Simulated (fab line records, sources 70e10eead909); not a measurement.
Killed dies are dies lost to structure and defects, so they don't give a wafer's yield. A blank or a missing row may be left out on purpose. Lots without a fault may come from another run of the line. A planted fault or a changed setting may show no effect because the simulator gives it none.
Chamber matching | flow nand_harc | NHARC_A_CONTACT_DEP_85 on pecvd-03: 3 sister chambers
The step deposits SiON, target thk 50 nm. 3 wafers are shown with their chamber, then 7 later ones without.

WAFERS WITH THEIR CHAMBER
wafer  | chamber | heater_power_w (W)
L898.2 | 0       | 628
L902.6 | 2       | 741
L903.5 | 1       | 862

WAFERS WITHOUT THEIR CHAMBER
wafer  | heater_power_w (W)
L903.6 | 623
L908.1 | 734
L908.4 | 800
L908.5 | 711
L911.2 | 709
L911.3 | 855
L911.6 | 708

WHICH CHAMBER EACH WENT THROUGH
wafer  | from the rows above     | in truth
L903.6 | 0                       | 0
L908.1 | 2                       | 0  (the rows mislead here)
L908.4 | can't be placed: 2 or 1 | 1
L908.5 | can't be placed: 2 or 0 | 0
L911.2 | can't be placed: 2 or 0 | 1
L911.3 | 1                       | 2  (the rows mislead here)
L911.6 | can't be placed: 2 or 0 | 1
Placed correctly: 1 of 7. Can't be placed from these rows: 4 (the true chamber is among the candidates in 2). Placed wrongly: 2.
How it was worked out, from the rows above alone: a wafer's distance from a chamber is the root of the sum, over the readings, of the square of ((its reading less the chamber's mean) divided by the reading's scatter). The wafer belongs to the nearest chamber; if the next one is less than 2 further off, it can't be placed. A chamber's mean is the mean of its shown wafers. The scatter: with one shown wafer a chamber, the root of the mean of the squares of how far each hidden wafer lies from its nearest shown one.
